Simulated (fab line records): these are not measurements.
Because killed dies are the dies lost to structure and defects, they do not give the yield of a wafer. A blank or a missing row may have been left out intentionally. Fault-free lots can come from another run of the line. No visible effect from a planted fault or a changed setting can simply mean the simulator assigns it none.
fab line records	flow nand-harc
record: lots: 11	wafers: 33	last-day: 24
route steps=1159 shown P_M0@275 A_BONDPAD@1077 THIN_TSV@1116 END@1159
lots that met no fault: taken from a fault-free run of the same line
start-h: start of the lot's first displayed wafer, in hours after the record's first day	wait-h: hours since the lot's step before	" repeats the value in the row above	L1.1+2: one row covering several wafers at once	- value missing, or start not given	* or withheld: withheld	< > ~ a bound
route shown NAME@n: NAME is a module with steps in the file, n the number in the route of the first one	usual: mean and standard deviation over wafers with no fault	same: alike in all rows	chamber/n: place in a boat	sites: the reading at each site	_std_site: the values' standard deviation	_edge_site: outer sites' mean less inner sites'	radius-mm: how far each site lies from the wafer's centre	mask NAME#n: copy n	behind: tool/chamber where the wafer was last shaped	hold: why the lot went on hold/how many hours it stayed there/how the hold came to an end	device: which transistor (n, p or np) failed to switch	end of line: the route-end tests of the same wafers	where a step has no rows: the recipe by itself	killed: the dies lost at the first sort to structure and to defects; this is not the yield of the wafer	map: the dies of a wafer, with x for killed, . for not killed, _ for no die there
set.NAME: the setting the step ran with; set.NAME@STEP: the setting that earlier step ran with	model.NAME: the simulator's own value behind a step, which no gauge read
a sample of lots followed through the steps of the route, with each step as a table and each wafer as a row
services: the hour from which a tool's chamber was out of use, counted from the record's first day as start-h (under 0 if before that day), plus the number of hours and why
== steps ==
step: NHARC_P_M0_PVD_21
recipe: target-thk-a: 300	chamber-pressure-pa: 5	power-w: 5000	substrate-temp-c: 30	time-s: 20.49	material: Cu
usual: throttle-valve-pct: 30.0/0.84
lot.wafer	tool	chamber	start-h	wait-h	throttle-valve-pct
L108.2	pvd-sputter-01	-	126.88	-	31.9
L108.3	"	-	"	"	30.5
L108.1	"	-	"	"	30.3
L109.3	pvd-sputter-02	-	140.90	-	29.8
L109.2	"	-	"	"	30.3
L109.6	"	-	"	"	29.7
L110.3	pvd-sputter-03	-	141.06	-	29.2
L110.1	"	-	"	"	30.7
L110.2	"	-	"	"	29.2
L113.4	pvd-sputter-03	-	150.01	-	29.0
L113.1	"	-	"	"	31.1
L113.5	"	-	"	"	30.5
L114.4	pvd-sputter-02	-	163.42	-	28.8
L114.2	"	-	"	"	30.4
L114.1	"	-	"	"	29.6
L118.2	pvd-sputter-02	-	178.08	-	29.6
L118.3	"	-	"	"	29.0
L118.6	"	-	"	"	29.7
L116.4	pvd-sputter-02	-	178.72	-	29.2
L116.6	"	-	"	"	29.0
L116.5	"	-	"	"	29.6
L119.3	pvd-sputter-03	-	191.06	-	30.2
L119.2	"	-	"	"	30.5
L119.5	"	-	"	"	29.0
L125.4	pvd-sputter-01	-	227.60	-	29.4
L125.5	"	-	"	"	29.5
L125.6	"	-	"	"	29.8
L129.4	pvd-sputter-01	-	250.63	-	29.7
L129.1	"	-	"	"	32.8
L129.6	"	-	"	"	29.4
L130.4	pvd-sputter-03	-	252.04	-	30.3
L130.1	"	-	"	"	28.6
L130.5	"	-	"	"	29.0
step: NHARC_A_BONDPAD_ETCH_12
recipe: target-depth-a: 2200	time-s: 110	chf3-flow-sccm: 50	o2-flow-sccm: 10	ar-flow-sccm: 200	rf-w: 500	bias-w: 200	chemistry: CHF3/O2
usual: chf3-flow-sccm: 49.97/0.15	drypump-motor-current-A: 5.8/0.4	mfc-ar-sccm: 200.0/0.64	o2-flow-sccm: 10.00/0.03	oes-product-au: 0.953/0.024	rf-vpp-V: 370.1/2.5	showerhead-plenum-p-Torr: 2.38/0.11	throttle-valve-pct: 20.571/0.0098
lot.wafer	tool	chamber	start-h	wait-h	chf3-flow-sccm	drypump-motor-current-A	mfc-ar-sccm	o2-flow-sccm	oes-product-au	rf-hours-counter-h	rf-vpp-V	showerhead-plenum-p-Torr	throttle-valve-pct
L108.2	rie-diel-01	2	-	-	50.12	5.9	200.1	10.00	0.952	3	372.7	2.54	20.573
L108.3	"	3	"	"	50.03	5.8	200.2	9.95	0.970	4	367.5	2.25	20.567
L108.1	"	1	"	"	49.93	6.1	199.9	10.06	0.965	3	372.9	2.46	20.554
L109.2	rie-diel-01	1	-	-	49.93	6.1	199.3	10.02	0.983	4	371.8	2.46	20.581
L109.3	"	2	"	"	50.01	5.9	200.0	10.01	0.992	4	373.0	2.54	20.564
L109.6	"	1	"	"	50.14	6.1	200.2	9.98	0.981	-	372.1	2.46	20.558
L110.2	rie-diel-10	3	-	-	50.00	5.5	199.8	9.96	0.921	12	368.5	2.27	20.550
L110.1	"	0	"	"	50.01	5.3	199.9	10.00	0.940	12	370.9	2.46	20.565
L110.3	"	2	"	"	50.02	5.3	199.7	10.03	0.943	11	366.6	2.23	20.595
L113.1	rie-diel-12	3	-	-	50.18	5.3	200.5	9.99	0.928	24	370.9	2.43	20.565
L113.4	"	0	"	"	50.06	5.6	200.2	10.00	0.923	24	371.3	2.44	20.575
L113.5	"	2	"	"	49.92	6.1	199.6	10.00	0.917	-	372.5	2.50	20.569
L114.2	rie-diel-01	1	-	-	49.82	6.1	200.5	10.01	0.930	5	373.3	2.46	20.563
L114.1	"	3	"	"	50.20	5.8	200.6	9.96	0.931	5	367.2	2.25	20.577
L118.2	rie-diel-10	3	-	-	49.90	5.5	200.2	9.99	0.922	19	367.1	2.27	20.578
L118.6	"	3	"	"	49.89	5.5	200.0	9.94	0.911	-	368.0	2.27	20.559
L119.2	rie-diel-12	1	-	-	50.06	5.9	200.5	10.04	0.939	30	369.5	2.29	20.568
L119.3	"	0	"	"	49.84	5.6	199.4	10.00	0.931	29	370.3	2.43	20.562
L119.5	"	2	"	"	50.02	6.1	200.1	10.00	0.910	-	372.2	2.50	20.567
L116.5	rie-diel-01	1	-	-	50.03	6.1	200.4	10.03	0.959	-	370.3	2.46	20.564
L125.4	rie-diel-01	3	-	-	49.69	5.8	199.2	10.03	0.950	0	366.9	2.25	20.572
L125.5	"	2	"	"	49.94	5.9	199.7	10.01	0.923	-	375.3	2.54	20.562
L125.6	"	3	"	"	49.95	5.7	199.6	10.00	0.946	-	366.6	2.25	20.577
L129.4	rie-diel-10	2	-	-	50.08	5.3	200.3	10.03	0.980	0	367.9	2.22	20.566
L129.1	"	3	"	"	50.09	5.5	200.7	9.98	0.964	0	367.5	2.26	20.574
L129.6	"	2	"	"	49.77	5.3	200.4	10.00	0.971	-	366.8	2.23	20.573
L130.1	rie-diel-01	3	-	-	50.15	5.8	200.4	10.04	0.957	2	366.7	2.25	20.584
L130.4	"	1	"	"	49.87	6.1	199.9	9.94	0.944	2	372.8	2.46	20.575
L130.5	"	3	"	"	49.93	5.8	200.7	9.98	0.961	-	366.0	2.25	20.557
step: NHARC_A_BONDPAD_ETCH_24
recipe: target-depth-a: 300	over-etch-frac: 0.3	time-s: 72.99	ion-energy-ev: 150	cf4-flow-sccm: 50	n2-flow-sccm: 100	ar-flow-sccm: 150	rf-w: 300	bias-w: 100	chemistry: CF4/N2
usual: drypump-motor-current-A: 5.8/0.37	mfc-ar-sccm: 150.0/0.45	oes-product-au: 1.000/0.014	rf-vpp-V: 313.9/2.2	showerhead-plenum-p-Torr: 2.61/0.12	throttle-valve-pct: 19.794/0.0091
same: over-etch-frac: 0.3
lot.wafer	tool	chamber	start-h	wait-h	drypump-motor-current-A	mfc-ar-sccm	oes-product-au	rf-hours-counter-h	rf-vpp-V	showerhead-plenum-p-Torr	throttle-valve-pct
L108.3	rie-diel-01	2	-	-	5.9	150.5	1.010	3	316.0	2.78	19.797
L108.2	"	3	"	"	5.8	150.3	1.008	4	310.9	2.46	19.788
L108.1	"	1	"	"	6.1	150.4	1.006	3	316.6	2.69	19.799
L109.2	rie-diel-01	0	-	-	5.3	149.6	1.019	4	313.2	2.54	19.812
L109.3	"	2	"	"	5.9	149.8	0.994	4	315.8	2.78	19.785
L109.6	"	0	"	"	5.3	149.6	1.012	-	313.6	2.54	19.783
L110.3	rie-diel-01	0	-	-	5.3	149.7	1.019	4	313.3	2.54	19.782
L110.1	"	1	"	"	6.1	150.1	1.006	4	315.4	2.69	19.790
L110.2	"	2	"	"	5.9	150.0	1.004	4	316.7	2.78	19.795
L113.1	rie-diel-01	3	-	-	5.7	149.7	1.003	5	312.6	2.46	19.780
L113.4	"	0	"	"	5.3	150.1	1.019	5	313.5	2.54	19.785
L113.5	"	1	"	"	6.1	149.9	1.002	-	314.4	2.69	19.794
L114.2	rie-diel-10	0	-	-	5.3	150.0	1.011	17	314.9	2.69	19.797
L114.1	"	2	"	"	5.4	149.6	1.015	18	309.9	2.44	19.790
L118.2	rie-diel-10	0	-	-	5.3	150.3	1.022	17	316.0	2.69	19.797
L118.6	"	3	"	"	5.5	149.9	0.988	-	311.8	2.48	19.800
L119.2	rie-diel-12	3	-	-	5.3	149.2	0.996	29	313.6	2.65	19.784
L119.3	"	0	"	"	5.6	150.0	0.997	29	315.1	2.66	19.790
L119.5	"	3	"	"	5.3	149.7	0.997	-	313.7	2.65	19.791
L116.5	rie-diel-10	0	-	-	5.3	149.7	1.028	-	316.1	2.69	19.800
L125.4	rie-diel-01	2	-	-	5.9	149.7	0.970	1	317.4	2.78	19.792
L125.6	"	3	"	"	5.7	151.0	0.974	-	311.4	2.46	19.810
L125.5	"	0	"	"	5.3	149.9	0.996	-	313.0	2.54	19.778
L129.4	rie-diel-01	1	-	-	6.1	150.3	0.995	1	317.0	2.69	19.808
L129.1	"	0	"	"	5.3	149.8	0.994	1	314.6	2.54	19.787
L129.6	"	1	"	"	6.1	150.7	0.990	-	316.0	2.69	19.789
L130.4	rie-diel-10	3	-	-	5.5	149.7	0.981	2	312.7	2.48	19.779
L130.1	"	2	"	"	5.3	149.8	1.005	2	310.8	2.43	19.784
L130.5	"	0	"	"	5.3	150.0	1.029	-	315.1	2.68	19.797
step: NHARC_THIN_TSV_CD_MEAS_12
recipe: target-cd-nm: 1000	landing-energy-ev: 500
usual: cd-nm: 1001.5/3
lot.wafer	tool	chamber	start-h	wait-h	cd-nm
L108.1	cd-sem-01	0	432.16	-	1006.0
L108.2	"	0	"	"	1003.6
L108.3	"	0	"	"	1000.8
L109.2	cd-sem-03	0	432.79	-	1003.8
L109.3	"	0	"	"	999.9
L109.6	"	0	"	"	1000.9
L110.1	cd-sem-02	0	434.33	-	1004.9
L110.2	"	0	"	"	1001.0
L110.3	"	0	"	"	1002.9
L113.1	cd-sem-01	0	469.27	-	1000.6
L113.4	"	0	"	"	1001.4
L113.5	"	0	"	"	1001.5
L114.1	cd-sem-01	0	473.23	-	997.0
L114.2	"	0	"	"	999.4
L118.2	cd-sem-01	0	474.57	-	1000.5
L118.6	"	0	"	"	1000.9
L119.2	cd-sem-03	0	482.62	-	1000.8
L119.3	"	0	"	"	1000.4
L119.5	"	0	"	"	1005.8
L116.5	cd-sem-01	0	484.54	-	996.9
L125.4	cd-sem-01	0	529.49	-	1003.6
L125.5	"	0	"	"	1001.1
L125.6	"	0	"	"	1001.3
L129.1	cd-sem-03	0	554.82	-	1001.1
L129.4	"	0	"	"	1000.3
L129.6	"	0	"	"	1006.3
L130.1	cd-sem-02	0	568.78	-	1003.8
L130.4	"	0	"	"	1007.4
L130.5	"	0	"	"	999.3
step: NHARC_END_SORT_01
recipe: temp-c: 25
usual: defect-limited-yield: 95.3/1.6	killed-at-array: 28/11	killed-at-other: 0.5/0.87	killed-at-periphery: 2.9/2.2	killed-dies: 32/11	killed-open: 3.2/1.9	killed-short: 1.8/1.4	sort_bin_2_pct: 1.5/0.62	sort_bin_3_pct: 0.22/0.18	sort_bin_4_pct: 3.0/1.1	sort-n-pass: 645/11	sort-rim-yield-pct: 96.1/2.4	sort-yield-pct: 95.3/1.6
same: gross-dies: 677	sort_bin_5_pct[%]: 0	sort_bin_6_pct[%]: 0	sort_bin_7_pct[%]: 0	sort_bin_8_pct[%]: 0	sort-rim-n-gross: 106.00
lot.wafer	tool	chamber	start-h	wait-h	defect-limited-yield[%]	killed-at-array	killed-at-other	killed-at-periphery	killed-dies	killed-open	killed-short	sort_bin_2_pct[%]	sort_bin_3_pct[%]	sort_bin_4_pct[%]	sort-n-pass	sort-rim-yield-pct[%]	sort-yield-pct[%]
L110.1	prober-01	0	456.29	2.5	96.3	22	0	3	25	4	0	1.0	0	2.7	652	99.1	96.3
L110.2	prober-01	0	457.08	2.8	96.0	25	0	2	27	4	1	0.9	0.15	3.0	650	98.1	96.0
L110.3	prober-01	0	457.87	3.1	96.8	19	0	3	22	3	0	1.0	0.15	2.1	655	97.2	96.8
L113.1	prober-02	0	483.48	2.5	94.1	34	3	3	40	5	1	1.9	0.15	3.8	637	93.4	94.1
L113.4	prober-02	0	485.92	3.4	93.2	38	3	5	46	6	4	1.5	0.15	5.2	631	93.4	93.2
L113.5	prober-02	0	486.73	3.8	94.7	30	3	3	36	5	2	1.8	0.30	3.2	641	97.2	94.7
L118.2	prober-02	0	492.15	2.8	92.9	43	0	5	48	5	4	1.6	0.44	5.0	629	94.3	92.9
L118.3	prober-02	0	492.95	3.1	0	32	0	645	677	7	3	96.3	0.59	3.1	0	0	0
L118.6	prober-02	0	495.33	4.0	93.4	41	0	4	45	9	3	2.8	0	3.8	632	95.3	93.4
L114.1	prober-01	0	492.94	2.4	94.1	36	1	3	40	2	0	2.2	0.15	3.5	637	97.2	94.1
L114.2	prober-01	0	493.74	2.7	95.9	28	0	0	28	2	2	1.0	0.15	3.0	649	94.3	95.9
L114.4	prober-01	0	495.33	3.4	0	33	0	644	677	2	1	96.9	0.30	2.8	0	0	0
L119.2	prober-02	0	507.65	2.8	97.6	14	0	2	16	4	0	0.7	0.44	1.2	661	99.1	97.6
L119.3	prober-02	0	508.44	3.1	97.3	18	0	0	18	4	0	0.6	0.15	1.9	659	99.1	97.3
L119.5	prober-02	0	510.03	3.7	97.8	15	0	0	15	2	0	0	0	2.2	662	99.1	97.8
L116.4	prober-01	0	510.89	3.4	0	27	0	650	677	4	0	95.9	0.44	3.7	0	0	0
L116.5	prober-01	0	511.67	3.6	95.4	20	0	11	31	6	0	1.2	0.30	3.1	646	96.2	95.4
L116.6	prober-01	0	512.46	3.9	0	20	0	657	677	2	1	97.5	0	2.5	0	0	0
killed by level:class
L110.1 A_CHANNEL_HOLE_D1:chamber-film-flake=17 P_GATE:geometric-particle:open=1 A_SOURCE_PLATE:geometric-particle:open=1 A_WL_FILL:geometric-particle:open=1 A_CONTACT:geometric-particle:open=1 P_ZERO_WELL:chamber-film-flake=1 P_M2:chamber-film-flake=1 A_STAIRCASE:chamber-film-flake=1
L110.2 A_CHANNEL_HOLE_D1:chamber-film-flake=19 A_STAIRCASE:chamber-film-flake=2 P_M0:geometric-particle:open=1 P_M0:geometric-particle:short=1 A_ONON_D1:geometric-particle:open=1 A_M0:geometric-particle:open=1 A_M1:geometric-particle:open=1 A_ZERO_WELL:chamber-film-flake=1
L110.3 A_CHANNEL_HOLE_D1:chamber-film-flake=15 P_GATE:geometric-particle:open=1 P_CONTACT:geometric-particle:open=1 A_CONTACT:geometric-particle:open=1 P_M2:chamber-film-flake=1 A_CHANNEL_FILL_D1:chamber-film-flake=1 A_WL_FILL:chamber-film-flake=1 A_CONTACT:chamber-film-flake=1
L113.1 A_SLIT:chamber-film-flake=12 A_CHANNEL_HOLE_D1:chamber-film-flake=11 THIN_TSV:chamber-film-flake=3 A_M0:geometric-particle:open=2 A_ZERO_WELL:chamber-film-flake=2 A_CHANNEL_FILL_D1:chamber-film-flake=2 A_STAIRCASE:chamber-film-flake=2 P_M0:geometric-particle:open=1
L113.4 A_CHANNEL_HOLE_D1:chamber-film-flake=15 A_SLIT:chamber-film-flake=11 THIN_TSV:chamber-film-flake=3 P_M0:geometric-particle:open=2 A_ZERO_WELL:chamber-film-flake=2 A_STAIRCASE:chamber-film-flake=2 P_GATE:geometric-particle:open=1 P_GATE:geometric-particle:short=1
L113.5 A_CHANNEL_HOLE_D1:chamber-film-flake=13 A_SLIT:chamber-film-flake=9 P_M0:geometric-particle:open=2 A_CONTACT:chamber-film-flake=2 THIN_TSV:chamber-film-flake=2 P_CONTACT:geometric-particle:short=1 A_ONON_D1:geometric-particle:open=1 A_SGD_CUT:geometric-particle:open=1
L118.2 A_CHANNEL_HOLE_D1:chamber-film-flake=18 A_SLIT:chamber-film-flake=16 A_CHANNEL_FILL_D1:geometric-particle:short=2 A_STAIRCASE:chamber-film-flake=2 P_STI:geometric-particle:open=1 P_M0:geometric-particle:short=1 P_M0:geometric-particle:open=1 A_ONON_D1:geometric-particle:short=1
L114.1 A_SLIT:chamber-film-flake=16 A_CHANNEL_HOLE_D1:chamber-film-flake=15 A_CONTACT:chamber-film-flake=3 P_STI:geometric-particle:open=1 STARTING-WAFER:geometric-particle:open=1 P_ZERO_WELL:chamber-film-flake=1 P_GATE:chamber-film-flake=1 A_ZERO_WELL:chamber-film-flake=1
L118.3 P_M0:area-pvd=639 A_CHANNEL_HOLE_D1:chamber-film-flake=19 A_CONTACT:chamber-film-flake=3 A_SLIT:chamber-film-flake=2 A_STAIRCASE:chamber-film-flake=2 P_STI:geometric-particle:open=1 P_STI:geometric-particle:short=1 P_GATE:geometric-particle:open=1
L114.2 A_CHANNEL_HOLE_D1:chamber-film-flake=11 A_SLIT:chamber-film-flake=8 A_CONTACT:chamber-film-flake=3 A_ONON_D1:geometric-particle:short=1 A_CHANNEL_HOLE_D1:geometric-particle:open=1 A_CHANNEL_FILL_D1:geometric-particle:short=1 A_M1:geometric-particle:open=1 A_ZERO_WELL:chamber-film-flake=1
L118.6 A_CHANNEL_HOLE_D1:chamber-film-flake=17 A_SLIT:chamber-film-flake=12 A_CONTACT:chamber-film-flake=4 P_GATE:geometric-particle:open=2 A_ONON_D1:geometric-particle:open=2 A_CHANNEL_FILL_D1:geometric-particle:short=2 P_STI:geometric-particle:open=1 P_CONTACT:geometric-particle:open=1
L114.4 P_M0:area-pvd=642 A_SLIT:chamber-film-flake=15 A_CHANNEL_HOLE_D1:chamber-film-flake=13 P_ZERO_WELL:chamber-film-flake=2 A_WL_FILL:geometric-particle:short=1 A_CONTACT:geometric-particle:open=1 A_BLC:geometric-particle:open=1 A_STAIRCASE:chamber-film-flake=1
L119.2 A_STAIRCASE:chamber-film-flake=4 A_CHANNEL_HOLE_D1:chamber-film-flake=3 A_WL_FILL:chamber-film-flake=2 A_ONON_D1:geometric-particle:open=1 A_CHANNEL_FILL_D1:geometric-particle:open=1 A_SLIT:geometric-particle:open=1 A_M1:geometric-particle:open=1 P_ZERO_WELL:chamber-film-flake=1
L119.3 A_STAIRCASE:chamber-film-flake=6 A_WL_FILL:chamber-film-flake=3 A_CONTACT:chamber-film-flake=3 A_CHANNEL_HOLE_D1:chamber-film-flake=2 A_CHANNEL_FILL_D1:geometric-particle:open=1 A_WL_FILL:geometric-particle:open=1 A_CONTACT:geometric-particle:open=1 A_BLC:geometric-particle:open=1
L119.5 A_STAIRCASE:chamber-film-flake=7 A_CHANNEL_HOLE_D1:chamber-film-flake=2 A_WL_FILL:chamber-film-flake=2 A_CONTACT:chamber-film-flake=2 A_ONON_D1:geometric-particle:open=1 A_M0:geometric-particle:open=1
L116.4 P_M0:area-pvd=641 A_SLIT:chamber-film-flake=12 A_STAIRCASE:chamber-film-flake=8 P_M2:chamber-film-flake=7 A_CHANNEL_FILL_D1:geometric-particle:open=2 A_CHANNEL_HOLE_D1:chamber-film-flake=2 A_CONTACT:chamber-film-flake=2 P_M0:geometric-particle:open=1
L116.5 A_SLIT:chamber-film-flake=8 A_CHANNEL_HOLE_D1:chamber-film-flake=6 P_M2:chamber-film-flake=4 P_M0:geometric-particle:open=3 P_STI:chamber-film-flake=2 P_CONTACT:geometric-particle:open=1 A_CHANNEL_FILL_D1:geometric-particle:open=1 A_CONTACT:geometric-particle:open=1
L116.6 P_M0:area-pvd=655 A_SLIT:chamber-film-flake=8 A_STAIRCASE:chamber-film-flake=5 A_ONON_D1:geometric-particle:short=1 A_CONTACT:geometric-particle:open=1 A_M0:geometric-particle:open=1 P_STI:chamber-film-flake=1 P_M2:chamber-film-flake=1
== services ==
tool	chamber	start-h	hours	kind
rie-diel-01	-	137.80	9.0	pm
pvd-sputter-03	-	153.96	10.0	pm
rie-diel-10	-	176.51	9.0	pm
pvd-sputter-03	-	179.79	0.5	repair
rie-diel-01	-	188.09	1.9	repair
pvd-sputter-02	-	214.00	10.0	pm
pvd-sputter-03	-	216.07	5.1	repair
pvd-sputter-02	-	266.00	3.6	repair
rie-diel-01	1	271.79	3.1	repair
rie-diel-10	3	284.07	2.3	repair
rie-diel-01	-	314.80	9.0	pm
pvd-sputter-03	-	331.99	10.0	pm
rie-diel-10	-	353.64	9.0	pm
pvd-sputter-03	-	385.16	5.4	repair
rie-diel-10	0	425.60	8.0	repair
rie-diel-01	2	430.72	7.6	repair
rie-diel-01	3	440.39	1.3	repair
rie-diel-10	2	474.83	1.8	repair
rie-diel-01	-	479.49	0.5	repair
rie-diel-10	1	490.87	4.7	repair
rie-diel-01	-	491.88	9.0	pm
rie-diel-10	-	530.64	9.0	pm
rie-diel-10	-	544.50	0.4	repair
rie-diel-01	0	545.67	5.0	repair
== key ==
first-sign: step: NHARC_END_SORT_01	reading: killed-at-periphery	direction: up	sigmas: 99+	usual: 2.9	struck: 649
effect: step: NHARC_END_SORT_01	reading: sort_bin_2_pct	direction: up	sigmas: 99+	usual: 1.5	struck: 96.6
more-kills-born-at: NHARC_P_M0_PVD_21@pvd-sputter-02: 2577
met-at NHARC_P_M0_PVD_21
struck-lots L114,L116,L118
struck-wafers L114.4,L116.4,L116.6,L118.3
later-rows-left-out L114.4,L116.4,L116.6,L118.3
not-acting-at NHARC_A_BONDPAD_ETCH_12,NHARC_A_BONDPAD_ETCH_24,NHARC_THIN_TSV_CD_MEAS_12
fault: kind: process-parameter-drift	tool: pvd-sputter-02	chamber: -	onset-h: 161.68	steps: NHARC_P_M0_PVD_21	channel: target-thk-a	offset: *	shape: step	end-h: 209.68	acts-in: *	stated: *	scope: struck-wafers-only
later-rows-left-out: the simulator's readings of these wafers behind a module that went badly wrong aren't trusted and aren't shown, but for the sort
